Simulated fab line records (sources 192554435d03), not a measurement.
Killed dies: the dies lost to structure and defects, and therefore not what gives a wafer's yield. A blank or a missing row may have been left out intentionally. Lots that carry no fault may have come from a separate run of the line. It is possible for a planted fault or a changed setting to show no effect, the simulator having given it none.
fab line records | flow n5_finfet | part 1 of 2: steps 1 to 4 of 6
[record] lots = 24 | wafers = 72 | last_day = 18
route steps=1938 shown BEOL_M6@1248 BEOL_M7@1277
lots that met no fault: from a run of the same line without faults
start_h: the number of hours between the record's first day and the start of the first shown wafer of the lot | wait_h: time in hours since the lot's previous step | " as in the row above | L1.1+2: a single row standing in for several wafers | - either no value or no given start | * or withheld: withheld | < > ~ a bound
route shown NAME@n: NAME is a module with steps in the file, n the number in the route of the first one | usual: the fault-free wafers' mean and standard deviation | same: alike in all rows | chamber/n: place in a boat | sites: each site's reading | _std_site: standard deviation across them | _edge_site: mean of outer sites minus mean of inner sites | radius_mm: for every site, how far away it sits from the centre of the wafer | mask NAME#n: copy n | behind: the most recent tool/chamber to have shaped the wafer | hold: why the lot went on hold/how many hours it stayed there/how the hold came to an end | device: names the non-switching transistor (n, p or np) | end of line: at the end of the route, the tests of the same wafers | for a step that has no rows: nothing shown but its recipe | killed: dies lost to structure and defects at the first sort, not the wafer's yield | map: a wafer's dies, x killed, . not, _ none there
set.NAME: the run value of the setting; set.NAME@STEP: its run value at that earlier step | model.NAME: the simulator's own value behind a step, which no gauge read
one table for each step of the route and one row for each wafer, over a sample of lots
services: when a tool's chamber went out of use (start_h, in hours from the record's first day, below 0 if earlier), for how many hours, and the reason
[[steps]]
[step N5_BEOL_M6_CURE_75]
[recipe] temp_c = 370 | time_s = 120 | ambient = DMADMS/He | material = SiCOH_lowk
[usual] lamp_power_pct = 52.31/0.057 | wafer_temp_C_max = 371.6/0.62
lot.wafer | tool       | chamber | start_h | wait_h | lamp_power_pct | wafer_temp_C_max
L074.1    | uv_cure-01 | 0       | 183.05  | 0.0    | 52.33          | 371.7
L074.3    | "          | 0       | "       | "      | 52.18          | 371.8
L074.4    | "          | 0       | "       | "      | 52.32          | 371.6
L075.1    | uv_cure-03 | 1       | 193.32  | 0.3    | 52.38          | 370.7
L075.4    | "          | 1       | "       | "      | 52.17          | 370.8
L075.6    | "          | 1       | "       | "      | 52.33          | 371.3
L077.3    | uv_cure-02 | 0       | 205.87  | 0.1    | 52.28          | 371.1
L077.5    | "          | 0       | "       | "      | 52.40          | 371.0
L077.6    | "          | 0       | "       | "      | 52.41          | 371.2
L076.4    | uv_cure-03 | 2       | 217.18  | 0.2    | 52.25          | 370.9
L076.5    | "          | 2       | "       | "      | 52.22          | 371.4
L076.6    | "          | 2       | "       | "      | 52.39          | 371.6
L078.1    | uv_cure-03 | 1       | 224.28  | 0.3    | 52.34          | 371.3
L078.2    | "          | 1       | "       | "      | 52.28          | 371.1
L078.3    | "          | 1       | "       | "      | 52.36          | 371.0
L079.2    | uv_cure-03 | 2       | 235.09  | 0.3    | 52.26          | 371.9
L079.4    | "          | 2       | "       | "      | 52.21          | 371.8
L079.5    | "          | 2       | "       | "      | 52.36          | 371.7
L082.1    | uv_cure-03 | 2       | 248.68  | 0.0    | 52.33          | 371.3
L082.3    | "          | 2       | "       | "      | 52.28          | 371.5
L082.4    | "          | 2       | "       | "      | 52.25          | 371.0
L080.1    | uv_cure-01 | 1       | 249.08  | 0.0    | 52.28          | 371.7
L080.4    | "          | 1       | "       | "      | 52.35          | 371.6
L080.5    | "          | 1       | "       | "      | 52.28          | 371.3
L081.1    | uv_cure-02 | 2       | 252.26  | 0.0    | 52.33          | 371.6
L081.2    | "          | 2       | "       | "      | 52.29          | 371.6
L081.6    | "          | 2       | "       | "      | 52.28          | 372.0
L083.3    | uv_cure-02 | 1       | 259.00  | 0.4    | 52.32          | 372.7
L083.5    | "          | 1       | "       | "      | 52.35          | 372.7
L083.6    | "          | 1       | "       | "      | 52.40          | 373.9
L084.1    | uv_cure-02 | 2       | 261.56  | 0.0    | 52.29          | 371.5
L084.2    | "          | 2       | "       | "      | 52.36          | 371.5
L084.5    | "          | 2       | "       | "      | 52.37          | 372.2
L086.3    | uv_cure-03 | 2       | 265.58  | 0.2    | 52.22          | 371.5
L086.4    | "          | 2       | "       | "      | 52.32          | 371.1
L086.6    | "          | 2       | "       | "      | 52.29          | 372.2
L085.2    | uv_cure-02 | 1       | 268.98  | 0.1    | 52.25          | 373.1
L085.4    | "          | 1       | "       | "      | 52.30          | 373.3
L085.6    | "          | 1       | "       | "      | 52.29          | 373.6
L088.2    | uv_cure-02 | 0       | 276.67  | 0.1    | 52.24          | 371.3
L088.4    | "          | 0       | "       | "      | 52.48          | 370.8
L088.6    | "          | 0       | "       | "      | 52.25          | 371.1
L087.2    | uv_cure-02 | 0       | 280.67  | 0.1    | 52.22          | 370.8
L087.4    | "          | 0       | "       | "      | 52.30          | 371.4
L087.6    | "          | 0       | "       | "      | 52.20          | 371.4
L090.2    | uv_cure-03 | 2       | 286.17  | 0.2    | 52.29          | 371.4
L090.3    | "          | 2       | "       | "      | 52.37          | 371.9
L090.5    | "          | 2       | "       | "      | 52.40          | 372.2
L089.1    | uv_cure-03 | 1       | 292.39  | 0.0    | 52.30          | 370.7
L089.3    | "          | 1       | "       | "      | 52.25          | 370.9
L089.6    | "          | 1       | "       | "      | 52.35          | 370.9
L091.3    | uv_cure-02 | 2       | 302.48  | 0.4    | 52.19          | 371.7
L091.4    | "          | 2       | "       | "      | 52.26          | 371.4
L091.6    | "          | 2       | "       | "      | 52.36          | 371.2
L092.2    | uv_cure-01 | 1       | 306.46  | 0.1    | 52.30          | 372.2
L092.3    | "          | 1       | "       | "      | 52.30          | 371.8
L092.5    | "          | 1       | "       | "      | 52.29          | 371.6
L093.2    | uv_cure-02 | 2       | 311.97  | 0.1    | 52.21          | 372.2
L093.5    | "          | 2       | "       | "      | 52.33          | 370.9
L093.6    | "          | 2       | "       | "      | 52.28          | 371.6
L094.2    | uv_cure-03 | 0       | 319.10  | 0.1    | 52.27          | 372.6
L094.4    | "          | 0       | "       | "      | 52.21          | 371.7
L094.5    | "          | 0       | "       | "      | 52.34          | 372.0
L095.1    | uv_cure-02 | 0       | 333.83  | 0.0    | 52.27          | 371.2
L095.2    | "          | 0       | "       | "      | 52.33          | 371.0
L095.3    | "          | 0       | "       | "      | 52.30          | 371.2
L097.1    | uv_cure-03 | 1       | 338.77  | 0.0    | 52.31          | 371.3
L097.3    | "          | 1       | "       | "      | 52.39          | 371.4
L097.4    | "          | 1       | "       | "      | 52.36          | 371.1
L096.3    | uv_cure-03 | 0       | 340.79  | 0.1    | 52.38          | 372.4
L096.5    | "          | 0       | "       | "      | 52.18          | 371.4
L096.6    | "          | 0       | "       | "      | 52.29          | 371.8
[step N5_BEOL_M6_DEP_56]
[recipe] material = SiCN | target_thk_a = 100 | temp_c = withheld | precursor = 3MS/NH3 | pressure_torr = 3 | rf_w = 202 | time_s = 17.5
[usual] rf_fwd_power_W = 200.0/0.72 | showerhead_plenum_p_Torr = 3.662/0.01 | throttle_valve_pct = 9.0/0.54
lot.wafer | tool     | chamber | start_h | wait_h | rf_fwd_power_W | showerhead_plenum_p_Torr | throttle_valve_pct
L074.1    | pecvd-03 | 1       | 185.72  | 0.0    | 199.1          | 3.648                    | 9.4
L074.3    | "        | 0       | "       | "      | 200.1          | 3.669                    | 8.6
L074.4    | "        | 2       | "       | "      | 200.3          | 3.664                    | 8.8
L075.1    | pecvd-01 | 2       | 195.94  | 0.0    | 199.1          | 3.684                    | 8.6
L075.4    | "        | 0       | "       | "      | 199.5          | 3.662                    | 8.9
L075.6    | "        | 1       | "       | "      | 199.4          | 3.648                    | 9.2
L077.3    | pecvd-03 | 1       | 209.04  | 0.0    | 199.0          | 3.650                    | 9.5
L077.5    | "        | 0       | "       | "      | 200.5          | 3.669                    | 8.6
L077.6    | "        | 1       | "       | "      | 199.0          | 3.660                    | 9.4
L076.4    | pecvd-02 | 2       | 221.22  | 0.0    | 200.3          | 3.658                    | 8.3
L076.5    | "        | 1       | "       | "      | 200.0          | 3.656                    | 10.0
L076.6    | "        | 0       | "       | "      | 200.6          | 3.662                    | 9.4
L078.1    | pecvd-01 | 1       | 227.87  | 0.0    | 199.8          | 3.645                    | 9.2
L078.2    | "        | 0       | "       | "      | 199.2          | 3.659                    | 8.8
L078.3    | "        | 2       | "       | "      | 199.7          | 3.689                    | 8.9
L079.2    | pecvd-03 | 2       | 238.89  | 0.0    | 200.8          | 3.643                    | 8.4
L079.4    | "        | 1       | "       | "      | 200.1          | 3.650                    | 9.3
L079.5    | "        | 1       | "       | "      | 200.6          | 3.652                    | 9.3
L080.1    | pecvd-03 | 1       | 252.48  | 0.0    | 199.7          | 3.646                    | 9.2
L080.4    | "        | 2       | "       | "      | 200.8          | 3.644                    | 8.0
L080.5    | "        | 0       | "       | "      | 201.4          | 3.672                    | 8.6
L082.1    | pecvd-01 | 0       | 252.56  | 0.0    | 199.0          | 3.662                    | 8.9
L082.3    | "        | 1       | "       | "      | 199.5          | 3.650                    | 9.0
L082.4    | "        | 1       | "       | "      | 200.1          | 3.653                    | 9.1
L081.1    | pecvd-02 | 1       | 254.85  | 0.0    | 198.5          | 3.657                    | 10.0
L081.2    | "        | 0       | "       | "      | 201.1          | 3.669                    | 9.2
L081.6    | "        | 2       | "       | "      | 200.4          | 3.659                    | 8.3
L083.3    | pecvd-02 | 1       | 262.33  | 0.0    | 199.6          | 3.661                    | 9.7
L083.5    | "        | 2       | "       | "      | 199.4          | 3.658                    | 8.4
L083.6    | "        | 1       | "       | "      | 198.7          | 3.650                    | 10.0
L084.1    | pecvd-02 | 0       | 263.82  | 0.0    | 200.5          | 3.664                    | 9.3
L084.2    | "        | 1       | "       | "      | 199.3          | 3.656                    | 9.8
L084.5    | "        | 2       | "       | "      | 199.7          | 3.660                    | 8.3
L086.3    | pecvd-03 | 0       | 268.01  | 0.0    | 200.7          | 3.676                    | 8.9
L086.4    | "        | 2       | "       | "      | 199.9          | 3.653                    | 7.8
L086.6    | "        | 0       | "       | "      | 200.7          | 3.678                    | 8.6
L085.2    | pecvd-01 | 0       | 271.13  | 0.1    | 200.4          | 3.661                    | 8.9
L085.4    | "        | 0       | "       | "      | 200.5          | 3.665                    | 8.9
L085.6    | "        | 0       | "       | "      | 198.9          | 3.673                    | 8.8
L088.2    | pecvd-02 | 0       | 279.47  | 0.0    | 201.0          | 3.668                    | 9.3
L088.4    | "        | 1       | "       | "      | 199.0          | 3.647                    | 10.1
L088.6    | "        | 2       | "       | "      | 200.2          | 3.667                    | 8.3
L087.2    | pecvd-03 | 1       | 282.56  | 0.0    | 200.5          | 3.656                    | 9.6
L087.4    | "        | 0       | "       | "      | 200.3          | 3.666                    | 8.7
L087.6    | "        | 1       | "       | "      | 200.0          | 3.659                    | 9.5
L090.2    | pecvd-03 | 1       | 288.27  | 0.0    | 199.2          | 3.652                    | 9.3
L090.3    | "        | 0       | "       | "      | 201.4          | 3.668                    | 9.0
L090.5    | "        | 1       | "       | "      | 199.7          | 3.654                    | 9.6
L089.1    | pecvd-01 | 0       | 294.77  | 0.0    | 200.2          | 3.662                    | 8.7
L089.3    | "        | 2       | "       | "      | 199.8          | 3.685                    | 8.8
L089.6    | "        | 0       | "       | "      | 199.8          | 3.666                    | 8.9
L091.3    | pecvd-01 | 0       | 304.81  | 0.0    | 199.4          | 3.665                    | 8.6
L091.4    | "        | 1       | "       | "      | 199.4          | 3.655                    | 9.4
L091.6    | "        | 0       | "       | "      | 198.7          | 3.657                    | 8.6
L092.2    | pecvd-01 | 2       | 308.72  | 0.0    | 199.7          | 3.689                    | 8.8
L092.3    | "        | 0       | "       | "      | 200.2          | 3.661                    | 8.8
L092.5    | "        | 2       | "       | "      | 201.5          | 3.682                    | 8.9
L093.2    | pecvd-02 | 1       | 314.79  | 0.0    | 199.4          | 3.656                    | 9.8
L093.5    | "        | 2       | "       | "      | 200.1          | 3.659                    | 8.4
L093.6    | "        | 0       | "       | "      | 200.9          | 3.659                    | 9.3
L094.2    | pecvd-02 | 1       | 323.21  | 0.0    | 198.9          | 3.646                    | 10.0
L094.4    | "        | 0       | "       | "      | 200.5          | 3.658                    | 9.6
L094.5    | "        | 2       | "       | "      | 200.3          | 3.670                    | 8.6
L095.1    | pecvd-02 | 0       | 339.63  | 0.0    | 199.7          | 3.657                    | 9.3
L095.2    | "        | 1       | "       | "      | 198.9          | 3.659                    | 10.2
L095.3    | "        | 2       | "       | "      | 199.7          | 3.664                    | 8.5
L097.1    | pecvd-02 | 0       | 341.26  | 0.0    | 200.1          | 3.658                    | 9.4
L097.3    | "        | 2       | "       | "      | 199.6          | 3.674                    | 8.6
L097.4    | "        | 0       | "       | "      | 200.9          | 3.658                    | 9.6
L096.3    | pecvd-03 | 2       | 343.02  | 0.0    | 201.0          | 3.661                    | 8.1
L096.5    | "        | 0       | "       | "      | 200.8          | 3.671                    | 8.4
L096.6    | "        | 1       | "       | "      | 200.7          | 3.658                    | 9.5
[step N5_BEOL_M7_OVL_MEAS_12]
[recipe] points_per_wafer = 44
[usual] M7_OVL = -0.7/0.8
lot.wafer | tool       | chamber | start_h | wait_h | M7_OVL[nm]
L074.1    | overlay-01 | 0       | 189.11  | 0.0    | -1.3
L074.3    | "          | 0       | "       | "      | -0.6
L074.4    | "          | 0       | "       | "      | 0.3
L075.1    | overlay-01 | 0       | 198.01  | 0.0    | -0.8
L075.4    | "          | 0       | "       | "      | -1.3
L075.6    | "          | 0       | "       | "      | -1.9
L077.3    | overlay-01 | 0       | 210.84  | 0.0    | -0.9
L077.5    | "          | 0       | "       | "      | -1.2
L077.6    | "          | 0       | "       | "      | -0.1
L076.4    | overlay-02 | 0       | 224.08  | 0.0    | -1.1
L076.5    | "          | 0       | "       | "      | -2.3
L076.6    | "          | 0       | "       | "      | -1.1
L078.1    | overlay-02 | 0       | 230.99  | 0.0    | 0.8
L078.2    | "          | 0       | "       | "      | -0.8
L078.3    | "          | 0       | "       | "      | 1.1
L079.2    | overlay-02 | 0       | 240.52  | 0.0    | -0.6
L079.4    | "          | 0       | "       | "      | -0.4
L079.5    | "          | 0       | "       | "      | -2.0
L080.1    | overlay-02 | 0       | 254.07  | 0.0    | -1.0
L080.4    | "          | 0       | "       | "      | 0.6
L080.5    | "          | 0       | "       | "      | -0.4
L082.1    | overlay-01 | 0       | 254.30  | 0.0    | -0.7
L082.3    | "          | 0       | "       | "      | -0.4
L082.4    | "          | 0       | "       | "      | -2.3
L081.1    | overlay-01 | 0       | 256.99  | 0.0    | -0.7
L081.2    | "          | 0       | "       | "      | -1.1
L081.6    | "          | 0       | "       | "      | -1.2
L083.3    | overlay-01 | 0       | 265.24  | 0.0    | 0.3
L083.5    | "          | 0       | "       | "      | -0.7
L083.6    | "          | 0       | "       | "      | 0.4
L084.1    | overlay-02 | 0       | 266.13  | 0.0    | -0.8
L084.2    | "          | 0       | "       | "      | 1.1
L084.5    | "          | 0       | "       | "      | -1.1
L086.3    | overlay-01 | 0       | 269.95  | 0.0    | -1.1
L086.4    | "          | 0       | "       | "      | -2.7
L086.6    | "          | 0       | "       | "      | -2.3
L085.2    | overlay-02 | 0       | 275.18  | 0.0    | -0.2
L085.4    | "          | 0       | "       | "      | 0.6
L085.6    | "          | 0       | "       | "      | 0.2
L088.2    | overlay-02 | 0       | 281.44  | 0.0    | -0.7
L088.4    | "          | 0       | "       | "      | -0.3
L088.6    | "          | 0       | "       | "      | -0.8
L087.2    | overlay-02 | 0       | 286.30  | 0.0    | 0.0
L087.4    | "          | 0       | "       | "      | 0.5
L087.6    | "          | 0       | "       | "      | 0.2
L090.2    | overlay-01 | 0       | 289.48  | 0.0    | 0.1
L090.3    | "          | 0       | "       | "      | -0.3
L090.5    | "          | 0       | "       | "      | -2.2
L089.1    | overlay-01 | 0       | 297.48  | 0.0    | 0.3
L089.3    | "          | 0       | "       | "      | -0.5
L089.6    | "          | 0       | "       | "      | -0.5
L091.3    | overlay-01 | 0       | 306.96  | 0.0    | -0.9
L091.4    | "          | 0       | "       | "      | -1.4
L091.6    | "          | 0       | "       | "      | -2.6
L092.2    | overlay-01 | 0       | 310.29  | 0.0    | 0.2
L092.3    | "          | 0       | "       | "      | -0.6
L092.5    | "          | 0       | "       | "      | 0.0
L093.2    | overlay-02 | 0       | 316.83  | 0.0    | -0.9
L093.5    | "          | 0       | "       | "      | 0.2
L093.6    | "          | 0       | "       | "      | -1.0
L094.2    | overlay-01 | 0       | 325.40  | 0.0    | -1.4
L094.4    | "          | 0       | "       | "      | -1.0
L094.5    | "          | 0       | "       | "      | -0.9
L095.1    | overlay-02 | 0       | 341.65  | 0.0    | -0.6
L095.2    | "          | 0       | "       | "      | -2.3
L095.3    | "          | 0       | "       | "      | -0.6
L097.1    | overlay-01 | 0       | 342.77  | 0.0    | -0.2
L097.3    | "          | 0       | "       | "      | -0.4
L097.4    | "          | 0       | "       | "      | -0.6
L096.3    | overlay-02 | 0       | 345.06  | 0.0    | -1.4
L096.5    | "          | 0       | "       | "      | -1.4
L096.6    | "          | 0       | "       | "      | -0.8
[step N5_BEOL_M7_ETCH_61]
[recipe] chemistry = CF4 | target = SiARC | target_depth_a = 455 | mask_material = CAR-ArF | time_s = 75.8 | ion_energy_ev = 80 | pressure_mtorr = 40 | source_w = 545 | bias_w = 36 | Ar_flow_sccm = 100 | cf4_flow_sccm = 100 | ends = cleared
[usual] drypump_motor_current_A = 5.9/0.51 | etch_rf_on_time_s = 76.7/2.3 | oes_product_au = 0.69/0.088 | rf_fwd_power_W = 540.2/2.2 | rf_vpp_V = 184.3/1.1 | showerhead_plenum_p_Torr = 2.17/0.061 | throttle_valve_pct = 15.52/0.24
lot.wafer | tool        | chamber | start_h | wait_h | drypump_motor_current_A | etch_rf_on_time_s | oes_product_au | rf_fwd_power_W | rf_hours_counter_h | rf_vpp_V | showerhead_plenum_p_Torr | throttle_valve_pct
L074.1    | rie_diel-02 | 2       | 189.21  | 0.0    | 5.9                     | 78.8              | 0.59           | 538.3          | 241                | 181.8    | 2.04                     | 15.62
L074.3    | "           | 0       | "       | "      | 5.2                     | 77.9              | 0.60           | 540.3          | 230                | 184.7    | 2.20                     | 15.74
L074.4    | "           | 2       | "       | "      | 5.9                     | 79.1              | 0.59           | 537.8          | -                  | 182.2    | 2.04                     | 15.62
L075.1    | rie_diel-03 | 2       | 198.13  | 0.0    | 5.9                     | 76.9              | 0.82           | 538.2          | 8                  | 183.5    | 2.20                     | 15.54
L075.4    | "           | 0       | "       | "      | 5.9                     | 74.9              | 0.80           | 537.7          | 19                 | 184.6    | 2.10                     | 15.61
L075.6    | "           | 1       | "       | "      | 5.3                     | 70.6              | 0.65           | 542.7          | -                  | 185.6    | 2.14                     | 16.03
L077.3    | rie_diel-03 | 3       | 210.93  | 0.0    | 4.8                     | 77.3              | 0.62           | 540.7          | 184                | 185.0    | 2.22                     | 15.67
L077.5    | "           | 1       | "       | "      | 5.3                     | 69.9              | 0.64           | 539.5          | -                  | 182.9    | 2.14                     | 16.01
L077.6    | "           | 0       | "       | "      | 5.9                     | 74.6              | 0.79           | 542.4          | -                  | 182.5    | 2.10                     | 15.61
L076.4    | rie_diel-03 | 0       | 224.17  | 0.0    | 5.9                     | 74.6              | 0.80           | 541.0          | 27                 | 183.4    | 2.09                     | 15.61
L076.5    | "           | 0       | "       | "      | 5.9                     | 74.4              | 0.79           | 538.5          | -                  | 183.9    | 2.09                     | 15.63
L076.6    | "           | 1       | "       | "      | 5.3                     | 71.9              | 0.64           | 542.0          | -                  | 183.5    | 2.14                     | 16.02
L078.1    | rie_diel-02 | 1       | 231.15  | 0.0    | 6.3                     | 76.0              | 0.68           | 539.8          | 80                 | 184.3    | 2.17                     | 15.32
L078.2    | "           | 3       | "       | "      | 6.3                     | 76.1              | 0.58           | 539.0          | 241                | 185.4    | 2.20                     | 15.68
L078.3    | "           | 0       | "       | "      | 5.2                     | 77.8              | 0.59           | 542.6          | 244                | 185.6    | 2.20                     | 15.76
L079.2    | rie_diel-05 | 3       | 240.61  | 0.0    | 5.9                     | 78.6              | 0.59           | 538.7          | 188                | 184.4    | 2.21                     | 15.88
L079.4    | "           | 2       | "       | "      | 6.6                     | 78.2              | 0.63           | 542.9          | 175                | 183.2    | 2.12                     | 15.57
L079.5    | "           | 2       | "       | "      | 6.6                     | 77.8              | 0.63           | 542.8          | -                  | 184.5    | 2.12                     | 15.55
L080.1    | rie_diel-05 | 3       | 254.59  | 0.0    | 5.8                     | 76.9              | 0.60           | 538.3          | 191                | 185.9    | 2.20                     | 15.89
L080.4    | "           | 2       | "       | "      | 6.6                     | 77.4              | 0.63           | 542.8          | 178                | 185.3    | 2.12                     | 15.58
L080.5    | "           | 2       | "       | "      | 6.6                     | 77.6              | 0.62           | 537.9          | -                  | 182.8    | 2.12                     | 15.56
L082.1    | rie_diel-02 | 1       | 254.66  | 0.0    | 6.3                     | 76.6              | 0.68           | 538.6          | 86                 | 182.9    | 2.17                     | 15.31
L082.3    | "           | 3       | "       | "      | 6.3                     | 77.6              | 0.57           | 539.5          | 246                | 184.8    | 2.20                     | 15.67
L082.4    | "           | 3       | "       | "      | 6.3                     | 77.3              | 0.57           | 538.2          | -                  | 184.9    | 2.20                     | 15.68
L081.1    | rie_diel-02 | 3       | 257.08  | 0.0    | 6.2                     | 77.5              | 0.57           | 538.4          | 248                | 185.3    | 2.20                     | 15.69
L081.2    | "           | 1       | "       | "      | 6.3                     | 76.5              | 0.68           | 538.6          | 87                 | 184.1    | 2.17                     | 15.32
L081.6    | "           | 2       | "       | "      | 5.9                     | 80.0              | 0.78           | 537.3          | -                  | 184.5    | 2.29                     | 15.18
L083.3    | rie_diel-02 | 2       | 265.33  | 0.0    | 5.9                     | 80.3              | 0.77           | 539.4          | 9                  | 185.0    | 2.28                     | 15.18
L083.5    | "           | 2       | "       | "      | 5.9                     | 80.2              | 0.77           | 538.9          | -                  | 185.5    | 2.28                     | 15.19
L083.6    | "           | 1       | "       | "      | 6.3                     | 76.6              | 0.67           | 541.9          | -                  | 184.6    | 2.17                     | 15.35
L084.1    | rie_diel-05 | 1       | 266.22  | 0.0    | 5.4                     | 74.8              | 0.80           | 539.7          | 12                 | 185.0    | 2.18                     | 15.39
L084.2    | "           | 2       | "       | "      | 6.6                     | 76.1              | 0.62           | 541.0          | 181                | 184.9    | 2.12                     | 15.59
L084.5    | "           | 1       | "       | "      | 5.3                     | 75.1              | 0.79           | 541.7          | -                  | 184.0    | 2.18                     | 15.38
L086.3    | rie_diel-02 | 1       | 270.18  | 0.0    | 6.3                     | 76.1              | 0.67           | 536.4          | 93                 | 183.5    | 2.17                     | 15.32
L086.4    | "           | 2       | "       | "      | 5.9                     | 80.5              | 0.76           | 539.2          | -                  | 187.4    | 2.28                     | 15.19
L086.6    | "           | 1       | "       | "      | 6.3                     | 76.0              | 0.66           | 536.2          | -                  | 184.4    | 2.17                     | 15.31
L085.2    | rie_diel-03 | 1       | 275.41  | 0.0    | 5.3                     | 69.9              | 0.63           | 543.1          | 208                | 184.3    | 2.13                     | 16.03
L085.4    | "           | 2       | "       | "      | 5.9                     | 75.8              | 0.79           | 535.5          | 32                 | 184.8    | 2.19                     | 15.59
L085.6    | "           | 2       | "       | "      | 6.0                     | 76.0              | 0.79           | 538.0          | -                  | 182.5    | 2.19                     | 15.57
L088.2    | rie_diel-05 | 0       | 281.54  | 0.0    | 6.6                     | 78.4              | 0.62           | 539.2          | 183                | 182.1    | 2.06                     | 15.42
L088.4    | "           | 3       | "       | "      | 5.8                     | 77.4              | 0.59           | 538.9          | 198                | 186.1    | 2.20                     | 15.90
L088.6    | "           | 1       | "       | "      | 5.3                     | 75.0              | 0.79           | 541.5          | -                  | 184.0    | 2.18                     | 15.41
L087.2    | rie_diel-05 | 2       | 286.40  | 0.0    | 6.6                     | 78.8              | 0.62           | 543.3          | 187                | 182.9    | 2.12                     | 15.59
L087.4    | "           | 1       | "       | "      | 5.3                     | 75.8              | 0.78           | 545.5          | 18                 | 183.5    | 2.18                     | 15.40
L087.6    | "           | 1       | "       | "      | 5.3                     | 76.5              | 0.78           | 542.9          | -                  | 185.3    | 2.18                     | 15.42
L090.2    | rie_diel-02 | 2       | 289.80  | 0.0    | 5.9                     | 80.8              | 0.74           | 539.7          | 19                 | 184.7    | 2.28                     | 15.21
L090.3    | "           | 0       | "       | "      | 5.2                     | 76.0              | 0.83           | 538.7          | -                  | 183.5    | 2.19                     | 15.36
L090.5    | "           | 2       | "       | "      | 5.9                     | 80.0              | 0.74           | 539.2          | -                  | 186.6    | 2.28                     | 15.19
L089.1    | rie_diel-02 | 0       | 297.57  | 0.0    | 5.2                     | 75.3              | 0.82           | 541.7          | 5                  | 184.2    | 2.19                     | 15.35
L089.3    | "           | 1       | "       | "      | 6.3                     | 75.9              | 0.67           | 540.0          | 100                | 183.7    | 2.17                     | 15.34
L089.6    | "           | 1       | "       | "      | 6.3                     | 76.8              | 0.66           | 537.8          | -                  | 185.7    | 2.17                     | 15.33
L091.3    | rie_diel-05 | 1       | 307.05  | 0.0    | 5.3                     | 74.9              | 0.78           | 541.5          | 25                 | 185.5    | 2.18                     | 15.42
L091.4    | "           | 2       | "       | "      | 6.6                     | 76.3              | 0.62           | 541.9          | 194                | 183.6    | 2.12                     | 15.61
L091.6    | "           | 0       | "       | "      | 6.6                     | 78.6              | 0.61           | 537.6          | -                  | 182.7    | 2.06                     | 15.43
L092.2    | rie_diel-02 | 2       | 310.38  | 0.0    | 5.9                     | 78.5              | 0.74           | 537.1          | 25                 | 184.4    | 2.28                     | 15.23
L092.3    | "           | 0       | "       | "      | 5.2                     | 75.4              | 0.79           | 540.3          | 10                 | 184.1    | 2.19                     | 15.36
L092.5    | "           | 2       | "       | "      | 5.9                     | 79.7              | 0.73           | 536.0          | -                  | 185.3    | 2.28                     | 15.21
L093.2    | rie_diel-02 | 0       | 316.92  | 0.0    | 5.2                     | 75.9              | 0.80           | 542.6          | 13                 | 184.1    | 2.19                     | 15.36
L093.5    | "           | 3       | "       | "      | 6.2                     | 74.6              | 0.87           | 539.9          | -                  | 183.4    | 2.19                     | 15.16
L093.6    | "           | 0       | "       | "      | 5.2                     | 75.4              | 0.80           | 540.6          | -                  | 184.6    | 2.19                     | 15.37
L094.2    | rie_diel-05 | 2       | 325.49  | 0.0    | 6.6                     | 76.7              | 0.62           | 542.2          | 199                | 183.3    | 2.11                     | 15.61
L094.4    | "           | 0       | "       | "      | 6.6                     | 78.9              | 0.60           | 537.7          | 195                | 181.8    | 2.06                     | 15.43
L094.5    | "           | 2       | "       | "      | 6.6                     | 76.5              | 0.61           | 543.1          | -                  | 184.6    | 2.11                     | 15.61
L095.1    | rie_diel-05 | 2       | 341.74  | 0.0    | 6.6                     | 78.0              | 0.61           | 540.4          | 204                | 182.4    | 2.11                     | 15.62
L095.2    | "           | 3       | "       | "      | 5.8                     | 77.5              | 0.57           | 540.1          | 216                | 184.1    | 2.20                     | 15.93
L095.3    | "           | 1       | "       | "      | 5.3                     | 75.5              | 0.76           | 543.8          | 35                 | 185.5    | 2.17                     | 15.44
L097.1    | rie_diel-02 | 3       | 342.91  | 0.0    | 6.2                     | 74.0              | 0.82           | 538.9          | 9                  | 184.5    | 2.19                     | 15.20
L097.3    | "           | 1       | "       | "      | 6.3                     | 75.3              | 0.66           | 539.2          | 115                | 184.0    | 2.16                     | 15.37
L097.4    | "           | 0       | "       | "      | 5.2                     | 74.9              | 0.77           | 543.7          | 22                 | 185.8    | 2.19                     | 15.38
L096.3    | rie_diel-03 | 3       | 345.15  | 0.0    | 4.8                     | 77.2              | 0.59           | 543.3          | 224                | 184.0    | 2.21                     | 15.77
L096.5    | "           | 0       | "       | "      | 5.9                     | 74.9              | 0.73           | 539.5          | -                  | 183.7    | 2.08                     | 15.68
L096.6    | "           | 3       | "       | "      | 4.8                     | 77.7              | 0.59           | 541.0          | -                  | 184.6    | 2.21                     | 15.74
